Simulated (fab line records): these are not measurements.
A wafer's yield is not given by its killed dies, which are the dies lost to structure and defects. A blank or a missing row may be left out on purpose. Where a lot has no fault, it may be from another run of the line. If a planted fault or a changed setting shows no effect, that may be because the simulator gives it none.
A struck lot beside a sound one / flow n5 finfet / 39 out of 1938 route steps
Sound: wafers L676.1, L676.4, L676.5. Struck: wafer L671.6; the same lot's L671.5 was not struck, so it is left out; see the end for the cause.
Each step with rows lists, per side, the tool, then ch with its chambers, then its first start. Under that, the readings that differ: sound wafers / struck wafers / difference of the means / sigmas: that difference in standard deviations of wafers without a fault.
alike: words and numbers the same on both sides, and readings whose means are apart by under 2 such deviations; not compared: readings that were withheld, readings missing a value for some wafer, numbers with overlapping values and no deviation given by the record, and bounds like >300 which may hide the same value.
The two part at a step that has a row with sigmas, a row that says differs or no value, or rows on one side only. Non-overlapping numbers with no deviation appear without sigmas and do not part them. A reading missing from all wafers of one side parts the sides only when that side holds two or more wafers.

first, 11 steps without rows for these wafers: N5_ZERO_LAYER_HMDS_04 (time 60 s); N5_ZERO_LAYER_COAT_05 (resist thk 1000 nm); N5_ZERO_LAYER_EBR_07; N5_ZERO_LAYER_SOFTBAKE_06 (time 90 s); N5_ZERO_LAYER_EXPOSE_08 (exposes mask ZERO, defocus 0 nm, target cd 2000 nm); N5_ZERO_LAYER_PEB_09; N5_ZERO_LAYER_DEVELOP_10 (develop time 60 s); N5_ZERO_LAYER_HARDBAKE_23 (time 120 s); N5_ZERO_LAYER_DESCUM_16 (chemistry O2, time 7.9 s); N5_ZERO_LAYER_ETCH_17 (etches SiO2 in CF4, target depth 12 nm, time 13.3 s); N5_ZERO_LAYER_ETCH_18 (etches Si in HBr/Cl2, target depth 120 nm, time 40 s).
N5_ZERO_LAYER_STRIP_24: strips in O2.
  sound on plasma asher-01 ch 0,1, day 7 07:01; struck on plasma asher-02 ch 1, day 6 01:01
  alike: drypump motor current A, heater power w, oes product au, strip time to endpoint s, temp c
  not compared: rf hours counter h
then, 1 step without rows for these wafers: N5_ZERO_LAYER_STRIP_19 (strips in SPM, time 900 s).
N5_ZERO_LAYER_INSPECT_20: inspects for defects (darkfield).
  struck on defect inspect-01, day 6 01:21; sound on defect inspect-02, day 7 07:23
reading=raw defect count; sound=24 27 25; struck=391; difference=+366; sigmas=+18
then, 8 steps without rows for these wafers: N5_WELL_APT_HMDS_01 (time 60 s); N5_WELL_APT_COAT_02 (resist thk 950 nm); N5_WELL_APT_EBR_04; N5_WELL_APT_SOFTBAKE_03 (time 60 s); N5_WELL_APT_EXPOSE_05 (exposes mask NWELL, defocus 0 nm, target cd 200 nm); N5_WELL_APT_PEB_06 (peb time 90 s); N5_WELL_APT_DEVELOP_07 (develop time 45 s); N5_WELL_APT_HARDBAKE_12 (time 120 s).
N5_WELL_APT_INSPECT_10: inspects for defects (macro).
  struck on defect inspect-01, day 6 01:50; sound on defect inspect-01, day 7 07:44
reading=raw defect count; sound=3 3 1; struck=>300; difference=differs; sigmas=
then, 12 steps without rows for these wafers: N5_WELL_APT_DESCUM_13 (chemistry O2, time 7.9 s); N5_WELL_APT_IMPLANT_14; N5_WELL_APT_IMPLANT_15; N5_WELL_APT_STRIP_16 (strips in SPM, time 900 s); N5_WELL_APT_HMDS_18 (time 60 s); N5_WELL_APT_COAT_19 (resist thk 950 nm); N5_WELL_APT_EBR_21; N5_WELL_APT_SOFTBAKE_20 (time 60 s); N5_WELL_APT_EXPOSE_22 (exposes mask PWELL, defocus 0 nm, target cd 200 nm); N5_WELL_APT_PEB_23 (peb time 90 s); N5_WELL_APT_DEVELOP_24 (develop time 45 s); N5_WELL_APT_HARDBAKE_29 (time 120 s).
N5_WELL_APT_INSPECT_27: inspects for defects (macro).
  struck on defect inspect-01, day 6 02:58; sound on defect inspect-01, day 7 08:52
reading=raw defect count; sound=0 2 1; struck=>300; difference=differs; sigmas=
then, 1 step without rows for these wafers: N5_WELL_APT_DESCUM_30 (chemistry O2, time 7.9 s).
N5_WELL_APT_INSPECT_38: inspects for defects (darkfield).
  struck on defect inspect-02, day 6 04:52; sound on defect inspect-01, day 7 10:37
reading=raw defect count; sound=7 16 10; struck=321; difference=+310; sigmas=+62
-- a jump in the record: the struck wafers' starts before and after are 11 days apart (it breaks off in module WELL_APT and resumes in module PASSIVATION, where the first step shown is number 1936 of the route) --
N5_PASSIVATION_PROBE_49:
  the record has rows for the struck wafers here (prober-02, day 17 03:04) and none for the sound ones

## WHERE THEY PART
Last at N5_PASSIVATION_PROBE_49 as far as this record goes, first at N5_ZERO_LAYER_INSPECT_20.

WHY: what had been put in by the simulator
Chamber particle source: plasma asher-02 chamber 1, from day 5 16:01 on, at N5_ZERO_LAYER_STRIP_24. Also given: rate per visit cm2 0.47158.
